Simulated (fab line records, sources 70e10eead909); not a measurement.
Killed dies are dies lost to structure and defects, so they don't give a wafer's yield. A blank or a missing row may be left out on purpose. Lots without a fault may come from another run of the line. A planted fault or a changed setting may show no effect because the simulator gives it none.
fab line records | flow nand_harc
record lots=6 wafers=18 last_day=24
route steps=1159 shown A_STAIRCASE@612 END@1159
lots that met no fault: from a run of the same line without faults
start_h: hours from the record's first day to the start of the lot's first wafer shown | wait_h: hours since the lot's step before | " the same as in the row above | L1.1+2: a row that stands for several wafers | - no value, or no start given | * or withheld: withheld | < > ~ a bound
route shown NAME@n: a module of which the file shows steps, and the number in the route of the first | usual: mean/standard deviation of fault-free wafers | same: alike in all rows | chamber/n: place in a boat | sites: the reading at each site | _std_site: their standard deviation | _edge_site: outer sites' mean less inner sites' | radius_mm: how far each site lies from the wafer's centre | mask NAME#n: copy n | behind: the tool/chamber that last shaped the wafer | hold: why the lot was held/for how many hours/how that ended | device: the transistor (n, p or np) that didn't switch | end of line: the same wafers' tests at the end of the route | a step without rows: its recipe alone | killed: dies lost to structure and defects at the first sort, not the wafer's yield | map: a wafer's dies, x killed, . not, _ none there
set.NAME: the setting as run; set.NAME@STEP: as run at that earlier step | model.NAME: the simulator's own value behind a step, which no gauge read
lots at some steps of the route; a table a step, a row a wafer
services: from which hour (start_h, from the record's first day; less than 0 if before it) a tool's chamber was out of use, for how many hours, and why
## steps
# step NHARC_A_STAIRCASE_HARDBAKE_218
# recipe temp_c=120 time_s=140
# step NHARC_A_STAIRCASE_DESCUM_219
# recipe time_s=3 o2_flow_sccm=200 ar_flow_sccm=0 bias_power_w=0 chemistry=O2
# step NHARC_A_STAIRCASE_TRIM_220
# recipe time_s=211.2 o2_flow_sccm=500 ar_flow_sccm=0 bias_w=0 chemistry=O2
# usual drypump_motor_current_A=5.8/0.49 o2_flow_sccm=500.0/1.5 oes_product_au=1.002/0.015 rf_vpp_V=57.7/0.91 showerhead_plenum_p_Torr=3.47/0.14 throttle_valve_pct=17.036/0.0092
# same bias_w=0
# columns lot.wafer tool chamber start_h wait_h drypump_motor_current_A o2_flow_sccm oes_product_au rf_hours_counter_h rf_vpp_V showerhead_plenum_p_Torr throttle_valve_pct
L307.1 rie_diel-13 3 242.67 0.1 4.9 499.3 1.014 50 58.0 3.34 17.044
L307.3 " 0 " " 5.2 499.4 1.051 58 56.2 3.27 17.029
L307.6 " 0 " " 5.2 496.3 1.047 - 57.3 3.27 17.042
L314.4 rie_diel-11 3 292.76 0.1 5.9 497.7 1.012 40 57.4 3.48 17.026
L314.1 " 0 " " 6.1 498.4 0.993 41 58.4 3.56 17.028
L314.6 " 2 " " 6.5 498.5 0.987 - 57.4 3.57 17.034
L317.4 rie_diel-10 0 302.43 0.1 6.4 499.7 1.003 22 59.0 3.72 17.041
L317.6 " 1 " " 6.3 502.2 0.993 - 55.7 3.26 17.043
L317.5 " 2 " " 5.7 503.0 1.010 - 57.8 3.42 17.039
L319.4 rie_diel-11 3 324.02 0.1 5.9 500.3 1.016 48 57.2 3.48 17.041
L319.2 " 0 " " 6.1 500.9 0.998 50 57.5 3.56 17.046
L319.5 " 2 " " 6.5 500.5 0.990 - 57.6 3.57 17.035
L328.3 rie_diel-13 2 384.40 0.1 5.4 500.5 0.992 40 58.9 3.66 17.029
L328.1 " 1 " " 5.6 500.2 0.995 40 56.6 3.42 17.026
L328.6 " 2 " " 5.4 500.6 0.986 - 57.8 3.66 17.060
L329.2 rie_diel-11 2 384.99 0.1 6.5 503.1 0.996 4 58.6 3.55 17.045
L329.5 " 3 " " 5.9 500.6 0.996 - 58.4 3.47 17.039
L329.6 " 0 " " 6.1 500.7 0.984 - 58.2 3.55 17.033
# step NHARC_A_STAIRCASE_ETCH_221
# recipe target_depth_a=1000 time_s=40.5 ion_energy_ev=400 c4f8_flow_sccm=20 o2_flow_sccm=10 ar_flow_sccm=withheld rf_w=600 bias_w=1000 chemistry=C4F8/O2
# usual bias_w=1000.4/2.8 oes_product_au=0.942/0.018 rf_vpp_V=894/5.2
# columns lot.wafer tool chamber start_h wait_h bias_w oes_product_au rf_hours_counter_h rf_vpp_V
L307.3 rie_diel-13 0 - - 1003.0 0.971 58 887
L307.1 " 2 " " 1000.6 0.956 56 902
L307.6 " 0 " " 997.4 0.971 - 887
L314.1 rie_diel-11 1 - - 1000.5 0.930 42 888
L314.4 " 2 " " 994.9 0.940 16 897
L314.6 " 1 " " 1001.8 0.933 - 887
L317.4 rie_diel-10 0 - - 999.2 0.958 22 903
L317.5 " 0 " " 999.9 0.947 - 902
L317.6 " 1 " " 1003.3 0.928 - 886
L319.2 rie_diel-11 3 - - 996.7 0.952 49 895
L319.4 " 0 " " 1003.0 0.938 50 898
L319.5 " 3 " " 1003.7 0.940 - 895
L328.3 rie_diel-13 0 - - 1002.8 0.944 38 907
L328.1 " 2 " " 995.8 0.919 40 900
L328.6 " 0 " " 1002.9 0.940 - 904
L329.2 rie_diel-11 0 - - 999.6 0.947 3 897
L329.6 " 2 " " 999.6 0.959 - 896
L329.5 " 3 " " 997.4 0.945 - 895
# step NHARC_A_STAIRCASE_TRIM_222
# recipe time_s=211.2 o2_flow_sccm=500 ar_flow_sccm=0 bias_w=0 chemistry=O2
# usual drypump_motor_current_A=5.8/0.48 o2_flow_sccm=500.1/1.4 oes_product_au=0.999/0.013 rf_vpp_V=57.7/0.89 showerhead_plenum_p_Torr=3.49/0.13 throttle_valve_pct=17.036/0.0081
# same bias_w=0
# columns lot.wafer tool chamber start_h wait_h drypump_motor_current_A o2_flow_sccm oes_product_au rf_hours_counter_h rf_vpp_V showerhead_plenum_p_Torr throttle_valve_pct
L307.1 rie_diel-13 1 - - 5.6 500.7 0.984 59 58.3 3.44 17.029
L307.3 " 2 " " 5.4 501.7 1.005 56 57.2 3.69 17.043
L307.6 " 3 " " 5.0 501.6 1.005 - 58.4 3.34 17.042
L314.1 rie_diel-11 3 - - 5.9 499.7 1.002 40 58.0 3.48 17.049
L314.4 " 1 " " 5.2 498.7 0.980 42 55.6 3.32 17.030
L314.6 " 0 " " 6.1 498.5 0.990 - 58.1 3.56 17.031
L317.4 rie_diel-10 2 - - 5.6 500.6 1.001 52 57.6 3.42 17.039
L317.6 " 0 " " 6.3 500.5 0.988 - 59.4 3.72 17.046
L317.5 " 1 " " 6.3 500.3 0.989 - 56.2 3.26 17.033
L319.4 rie_diel-11 3 - - 5.9 500.4 1.014 49 58.1 3.48 17.045
L319.2 " 0 " " 6.1 501.4 1.002 50 57.7 3.56 17.019
L319.5 " 2 " " 6.5 499.0 1.000 - 57.5 3.57 17.037
L328.1 rie_diel-13 0 - - 5.2 499.6 1.013 38 59.5 3.79 17.048
L328.3 " 1 " " 5.6 500.3 1.000 41 57.6 3.42 17.046
L328.6 " 0 " " 5.2 499.4 1.016 - 58.1 3.79 17.040
L329.2 rie_diel-11 0 - - 6.1 498.4 0.994 3 57.8 3.55 17.046
L329.5 " 2 " " 6.5 500.9 0.998 - 56.7 3.55 17.039
L329.6 " 3 " " 5.9 501.1 0.999 - 57.2 3.47 17.041
# step NHARC_A_STAIRCASE_ETCH_223
# recipe target_depth_a=1000 time_s=40.5 ion_energy_ev=400 c4f8_flow_sccm=20 o2_flow_sccm=10 ar_flow_sccm=withheld rf_w=600 bias_w=1000 chemistry=C4F8/O2
# step NHARC_A_STAIRCASE_TRIM_224
# recipe time_s=211.2 o2_flow_sccm=500 ar_flow_sccm=0 bias_w=0 chemistry=O2
# step NHARC_A_STAIRCASE_ETCH_225
# recipe target_depth_a=1000 time_s=40.5 ion_energy_ev=400 c4f8_flow_sccm=20 o2_flow_sccm=10 ar_flow_sccm=withheld rf_w=600 bias_w=1000 chemistry=C4F8/O2
# usual bias_w=1000/3.2 oes_product_au=0.940/0.017 rf_vpp_V=894/5.1
# columns lot.wafer tool chamber start_h wait_h bias_w oes_product_au rf_hours_counter_h rf_vpp_V
L307.1 rie_diel-13 2 - - 1000 0.944 57 902
L307.3 " 0 " " 994 0.963 59 887
L307.6 " 1 " " 1004 0.925 - 894
L314.1 rie_diel-11 0 - - 1001 0.943 42 896
L314.4 " 2 " " 1000 0.937 16 897
L314.6 " 0 " " 998 0.935 - 898
L317.4 rie_diel-10 1 - - 1003 0.934 55 886
L317.6 " 1 " " 1001 0.959 - 886
L317.5 " 2 " " 1004 0.937 - 891
L319.4 rie_diel-11 2 - - 1002 0.932 25 897
L319.2 " 0 " " 998 0.941 51 899
L319.5 " 2 " " 1002 0.931 - 897
L328.3 rie_diel-13 3 - - 994 0.977 37 889
L328.1 " 1 " " 1003 0.934 41 890
L328.6 " 0 " " 1001 0.959 - 905
L329.2 rie_diel-11 2 - - 998 0.919 5 897
L329.6 " 3 " " 1005 0.917 - 895
L329.5 " 0 " " 1001 0.919 - 897
# step NHARC_A_STAIRCASE_TRIM_226
# recipe time_s=211.2 o2_flow_sccm=500 ar_flow_sccm=0 bias_w=0 chemistry=O2
# step NHARC_A_STAIRCASE_ETCH_227
# recipe target_depth_a=1000 time_s=40.5 ion_energy_ev=400 c4f8_flow_sccm=20 o2_flow_sccm=10 ar_flow_sccm=withheld rf_w=600 bias_w=1000 chemistry=C4F8/O2
# usual bias_w=1000/3.1 oes_product_au=0.941/0.015 rf_vpp_V=895/5.2
# columns lot.wafer tool chamber start_h wait_h bias_w oes_product_au rf_hours_counter_h rf_vpp_V
L307.3 rie_diel-13 2 - - 1002 0.965 57 902
L307.1 " 3 " " 1001 0.946 51 890
L307.6 " 2 " " 998 0.958 - 901
L314.1 rie_diel-11 1 - - 1004 0.906 42 888
L314.4 " 3 " " 998 0.939 40 896
L314.6 " 2 " " 1002 0.931 - 899
L317.4 rie_diel-10 0 - - 997 0.947 22 903
L317.5 " 2 " " 1002 0.954 - 893
L317.6 " 3 " " 999 0.945 - 899
L319.2 rie_diel-11 0 - - 1008 0.941 51 898
L319.4 " 1 " " 1000 0.914 52 888
L319.5 " 0 " " 1005 0.935 - 897
L328.3 rie_diel-13 0 - - 1002 0.952 38 906
L328.1 " 1 " " 1003 0.945 41 892
L328.6 " 3 " " 1003 0.951 - 888
L329.2 rie_diel-11 0 - - 1001 0.931 4 895
L329.5 " 3 " " 1003 0.933 - 893
L329.6 " 0 " " 997 0.933 - 896
# step NHARC_A_STAIRCASE_TRIM_229
# recipe time_s=211.2 o2_flow_sccm=500 ar_flow_sccm=0 bias_w=0 chemistry=O2
# step NHARC_A_STAIRCASE_ETCH_230
# recipe target_depth_a=1000 time_s=40.5 ion_energy_ev=400 c4f8_flow_sccm=20 o2_flow_sccm=10 ar_flow_sccm=withheld rf_w=600 bias_w=1000 chemistry=C4F8/O2
# usual bias_w=1000/3.1 oes_product_au=0.947/0.02 rf_vpp_V=894/5
# columns lot.wafer tool chamber start_h wait_h bias_w oes_product_au rf_hours_counter_h rf_vpp_V
L307.3 rie_diel-10 3 244.52 - 1002 0.960 30 898
L307.1 " 1 " " 1002 0.971 30 886
L307.6 " 2 " " 999 0.978 - 892
L314.1 rie_diel-11 3 293.98 - 998 1.249 40 893
L314.4 " 1 " " 1004 0.941 43 889
L314.6 " 0 " " 1002 1.250 - 897
L317.4 rie_diel-11 1 303.71 - 1004 0.963 46 889
L317.5 " 2 " " 1001 0.948 - 897
L317.6 " 3 " " 998 1.271 - 894
L319.2 rie_diel-13 1 325.46 - 1000 0.956 14 893
L319.4 " 3 " " 1001 0.965 15 888
L319.5 " 2 " " 1002 0.935 - 901
L328.3 rie_diel-11 0 385.74 - 1003 0.933 3 898
L328.1 " 1 " " 1001 0.975 4 887
L328.6 " 3 " " 996 0.943 - 893
L329.2 rie_diel-10 0 386.32 - 999 0.959 10 903
L329.5 " 2 " " 994 0.952 - 890
L329.6 " 3 " " 1000 0.970 - 899
# step NHARC_A_STAIRCASE_TRIM_231
# recipe time_s=211.2 o2_flow_sccm=500 ar_flow_sccm=0 bias_w=0 chemistry=O2
# step NHARC_END_SORT_01
# recipe temp_c=25
# usual killed_at_array=27/10 killed_at_other=0.6/0.83 killed_at_periphery=2.4/1.8 killed_dies=30/10 killed_open=3.3/1.7 killed_short=1.8/1.4
# same gross_dies=677
# columns lot.wafer tool chamber start_h wait_h killed_at_array killed_at_other killed_at_periphery killed_dies killed_open killed_short
L307.1 prober-01 0 452.57 2.5 21 0 1 22 2 1
L307.3 prober-01 0 454.18 3.1 19 2 3 24 2 1
L307.6 prober-01 0 456.59 4.0 13 0 3 16 2 2
L314.1 prober-02 0 493.45 2.5 672 1 4 677 5 3
L314.6 prober-02 0 497.46 4.0 671 2 4 677 2 2
L317.6 prober-02 0 505.32 4.0 676 0 1 677 3 0
L319.2 prober-01 0 530.70 2.8 39 0 2 41 3 3
L319.4 prober-01 0 532.27 3.4 42 0 1 43 1 1
L319.5 prober-01 0 533.06 3.6 42 0 1 43 4 4
# killed by level:class
L307.1 A_CHANNEL_HOLE_D1:chamber_film_flake=9 A_STAIRCASE:chamber_film_flake=6 A_CHANNEL_FILL_D1:chamber_film_flake=2 P_GATE:geometric_particle:open=1 A_SOURCE_PLATE:geometric_particle:short=1 A_WL_FILL:geometric_particle:open=1 A_SLIT:chamber_film_flake=1 A_CONTACT:chamber_film_flake=1
L307.3 A_CHANNEL_HOLE_D1:chamber_film_flake=9 A_STAIRCASE:chamber_film_flake=5 A_CHANNEL_FILL_D1:chamber_film_flake=2 THIN_TSV:chamber_film_flake=2 P_M1:geometric_particle:short=1 A_CHANNEL_FILL_D1:geometric_particle:open=1 A_BLC:geometric_particle:open=1 P_GATE:chamber_film_flake=1
L307.6 A_CHANNEL_HOLE_D1:chamber_film_flake=5 A_STAIRCASE:chamber_film_flake=3 A_CHANNEL_FILL_D1:chamber_film_flake=2 P_CONTACT:geometric_particle:open=1 P_M0:geometric_particle:open=1 A_SOURCE_PLATE:geometric_particle:short=1 A_CHANNEL_FILL_D1:geometric_particle:short=1 P_BONDPAD:chamber_film_flake=1
L314.1 A_STAIRCASE:area_etch=656 A_CHANNEL_HOLE_D1:chamber_film_flake=4 A_CONTACT:geometric_particle:open=3 A_STAIRCASE:chamber_film_flake=3 P_M0:geometric_particle:open=2 A_SOURCE_PLATE:geometric_particle:short=2 A_SLIT:chamber_film_flake=2 A_CHANNEL_HOLE_D1:geometric_particle:short=1
L314.6 A_STAIRCASE:area_etch=662 A_STAIRCASE:chamber_film_flake=3 P_GATE:chamber_film_flake=2 A_CHANNEL_HOLE_D1:chamber_film_flake=2 THIN_TSV:chamber_film_flake=2 P_M0:geometric_particle:open=1 A_CHANNEL_FILL_D1:geometric_particle:short=1 A_WL_FILL:geometric_particle:short=1
L317.6 A_STAIRCASE:area_etch=652 A_CHANNEL_HOLE_D1:chamber_film_flake=13 A_CONTACT:chamber_film_flake=5 A_WL_FILL:chamber_film_flake=2 P_M0:geometric_particle:open=1 A_ONON_D1:geometric_particle:open=1 A_WL_FILL:geometric_particle:open=1 A_ZERO_WELL:chamber_film_flake=1
L319.2 A_CHANNEL_HOLE_D1:chamber_film_flake=17 A_SLIT:chamber_film_flake=11 A_CONTACT:chamber_film_flake=4 P_ZERO_WELL:geometric_particle:short=1 A_CHANNEL_FILL_D1:geometric_particle:open=1 A_STAIRCASE:geometric_particle:short=1 A_SGD_CUT:geometric_particle:short=1 A_M0:geometric_particle:open=1
L319.4 A_CHANNEL_HOLE_D1:chamber_film_flake=16 A_SLIT:chamber_film_flake=10 A_CONTACT:chamber_film_flake=8 A_STAIRCASE:chamber_film_flake=6 P_M0:geometric_particle:open=1 A_BLC:geometric_particle:short=1 A_M1:chamber_film_flake=1
L319.5 A_CHANNEL_HOLE_D1:chamber_film_flake=17 A_SLIT:chamber_film_flake=13 A_M0:geometric_particle:open=2 A_CONTACT:chamber_film_flake=2 A_SOURCE_PLATE:geometric_particle:open=1 A_ONON_D1:geometric_particle:short=1 A_CHANNEL_FILL_D1:geometric_particle:short=1 A_SGD_CUT:geometric_particle:short=1
# map L314.1 (x killed, . not)
____________x____________
_________xxxxxxx_________
_______xxxxxxxxxxx_______
______xxxxxxxxxxxxx______
_____xxxxxxxxxxxxxxx_____
____xxxxxxxxxxxxxxxxx____
____xxxxxxxxxxxxxxxxx____
___xxxxxxxxxxxxxxxxxxx___
___xxxxxxxxxxxxxxxxxxx___
__xxxxxxxxxxxxxxxxxxxxx__
__xxxxxxxxxxxxxxxxxxxxx__
_xxxxxxxxxxxxxxxxxxxxxxx_
_xxxxxxxxxxxxxxxxxxxxxxx_
_xxxxxxxxxxxxxxxxxxxxxxx_
_xxxxxxxxxxxxxxxxxxxxxxx_
_xxxxxxxxxxxxxxxxxxxxxxx_
xxxxxxxxxxxxxxxxxxxxxxxxx
xxxxxxxxxxxxxxxxxxxxxxxxx
xxxxxxxxxxxxxxxxxxxxxxxxx
xxxxxxxxxxxxxxxxxxxxxxxxx
xxxxxxxxxxxxxxxxxxxxxxxxx
_xxxxxxxxxxxxxxxxxxxxxxx_
_xxxxxxxxxxxxxxxxxxxxxxx_
_xxxxxxxxxxxxxxxxxxxxxxx_
_xxxxxxxxxxxxxxxxxxxxxxx_
_xxxxxxxxxxxxxxxxxxxxxxx_
__xxxxxxxxxxxxxxxxxxxxx__
__xxxxxxxxxxxxxxxxxxxxx__
___xxxxxxxxxxxxxxxxxxx___
___xxxxxxxxxxxxxxxxxxx___
____xxxxxxxxxxxxxxxxx____
____xxxxxxxxxxxxxxxxx____
_____xxxxxxxxxxxxxxx_____
______xxxxxxxxxxxxx______
_______xxxxxxxxxxx_______
_________xxxxxxx_________
____________x____________
# map L317.6 (x killed, . not)
____________x____________
_________xxxxxxx_________
_______xxxxxxxxxxx_______
______xxxxxxxxxxxxx______
_____xxxxxxxxxxxxxxx_____
____xxxxxxxxxxxxxxxxx____
____xxxxxxxxxxxxxxxxx____
___xxxxxxxxxxxxxxxxxxx___
___xxxxxxxxxxxxxxxxxxx___
__xxxxxxxxxxxxxxxxxxxxx__
__xxxxxxxxxxxxxxxxxxxxx__
_xxxxxxxxxxxxxxxxxxxxxxx_
_xxxxxxxxxxxxxxxxxxxxxxx_
_xxxxxxxxxxxxxxxxxxxxxxx_
_xxxxxxxxxxxxxxxxxxxxxxx_
_xxxxxxxxxxxxxxxxxxxxxxx_
xxxxxxxxxxxxxxxxxxxxxxxxx
xxxxxxxxxxxxxxxxxxxxxxxxx
xxxxxxxxxxxxxxxxxxxxxxxxx
xxxxxxxxxxxxxxxxxxxxxxxxx
xxxxxxxxxxxxxxxxxxxxxxxxx
_xxxxxxxxxxxxxxxxxxxxxxx_
_xxxxxxxxxxxxxxxxxxxxxxx_
_xxxxxxxxxxxxxxxxxxxxxxx_
_xxxxxxxxxxxxxxxxxxxxxxx_
_xxxxxxxxxxxxxxxxxxxxxxx_
__xxxxxxxxxxxxxxxxxxxxx__
__xxxxxxxxxxxxxxxxxxxxx__
___xxxxxxxxxxxxxxxxxxx___
___xxxxxxxxxxxxxxxxxxx___
____xxxxxxxxxxxxxxxxx____
____xxxxxxxxxxxxxxxxx____
_____xxxxxxxxxxxxxxx_____
______xxxxxxxxxxxxx______
_______xxxxxxxxxxx_______
_________xxxxxxx_________
____________x____________
## services
# columns tool chamber start_h hours kind
rie_diel-11 0 223.21 - clean
rie_diel-11 1 223.21 - clean
rie_diel-11 2 223.21 - clean
rie_diel-11 3 223.21 - clean
rie_diel-11 - 237.80 0.4 repair
rie_diel-11 0 247.79 - clean
rie_diel-11 1 247.79 - clean
rie_diel-11 2 247.79 - clean
rie_diel-11 3 247.79 - clean
rie_diel-11 0 272.29 - clean
rie_diel-11 1 272.29 - clean
rie_diel-11 2 272.29 - clean
rie_diel-11 3 272.29 - clean
rie_diel-13 - 276.00 9.0 pm
rie_diel-11 0 296.81 - clean
rie_diel-11 1 296.81 - clean
rie_diel-11 2 296.81 - clean
rie_diel-11 3 296.81 - clean
rie_diel-11 0 321.31 - clean
rie_diel-11 1 321.31 - clean
rie_diel-10 2 344.04 9.2 repair
rie_diel-10 - 353.50 9.0 pm
rie_diel-11 - 366.65 9.0 pm
rie_diel-10 3 373.61 6.9 repair
## key
first_sign step=NHARC_A_STAIRCASE_ETCH_230 reading=oes_product_au direction=up sigmas=16 usual=0.947 struck=1.256
effect step=NHARC_END_SORT_01 reading=killed_at_array direction=up sigmas=63 usual=27 struck=673
more_kills_born_at NHARC_A_STAIRCASE_ETCH_230@rie_diel-11=1970
met_at NHARC_A_STAIRCASE_ETCH_230
struck_wafers L314.1,L314.6,L317.6
later_rows_left_out L314.1,L314.6,L317.6
tester_left_out L314,L317
fault kind=process_parameter_drift tool=rie_diel-11 chamber=- onset_h=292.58 steps=NHARC_A_STAIRCASE_ETCH_230 channel=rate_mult offset=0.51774 shape=step end_h=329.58 scope=struck_wafers_only
# tester_left_out: of these lots the tester's yield and bins aren't shown, on N5 and GAA mostly nor the transistor test; their killed dies are dies lost to structure and defects alone, not to doping, threshold or leakage, so they don't give the yield
# later_rows_left_out: the simulator's readings of these wafers behind a module that went badly wrong aren't trusted and aren't shown, but for the sort
